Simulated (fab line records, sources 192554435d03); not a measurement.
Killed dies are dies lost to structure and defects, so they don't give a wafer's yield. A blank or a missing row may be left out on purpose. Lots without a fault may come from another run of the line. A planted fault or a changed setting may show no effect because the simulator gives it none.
Chamber matching | flow n5_finfet | N5_SPACER0_ALD_00 on ald_sin-04: 3 sister chambers
The step deposits SiOCN, target thk 3.5 nm, pulse time 3 s, purge time 2 s. 6 wafers are shown with their chamber, then 6 later ones without.

WAFERS WITH THEIR CHAMBER
wafer  | chamber | heater_power_w (W) | precursor_pulse_height_rel
L251.6 | 0       | 798                | 0.974
L252.5 | 1       | 759                | 1.005
L253.1 | 0       | 810                | 0.994
L253.6 | 3       | 793                | 1.018
L255.1 | 1       | 778                | 0.987
L255.3 | 3       | 790                | 0.965

WAFERS WITHOUT THEIR CHAMBER
wafer  | heater_power_w (W) | precursor_pulse_height_rel
L255.5 | 824                | 0.982
L263.1 | 804                | 1.004
L263.3 | 819                | 1.033
L263.6 | 798                | 1.013
L272.1 | 802                | 0.976
L272.6 | 781                | 1.000

WHICH CHAMBER EACH WENT THROUGH
wafer  | from the rows above          | in truth
L255.5 | can't be placed: 0 or 3      | 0
L263.1 | can't be placed: 0 or 3      | 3
L263.3 | can't be placed: 0 or 3      | 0
L263.6 | can't be placed: 3 or 0      | 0
L272.1 | can't be placed: 0 or 3      | 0
L272.6 | can't be placed: 3 or 1 or 0 | 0
Placed correctly: 0 of 6. Can't be placed from these rows: 6 (the true chamber is among the candidates in 6). Placed wrongly: 0.
How it was worked out, from the rows above alone: a wafer's distance from a chamber is the root of the sum, over the readings, of the square of ((its reading less the chamber's mean) divided by the reading's scatter). The wafer belongs to the nearest chamber; if the next one is less than 2 further off, it can't be placed. A chamber's mean is the mean of its shown wafers. The scatter: the root of (the sum of the squares of (reading less its chamber's mean) over the shown wafers, divided by (wafers less chambers)).
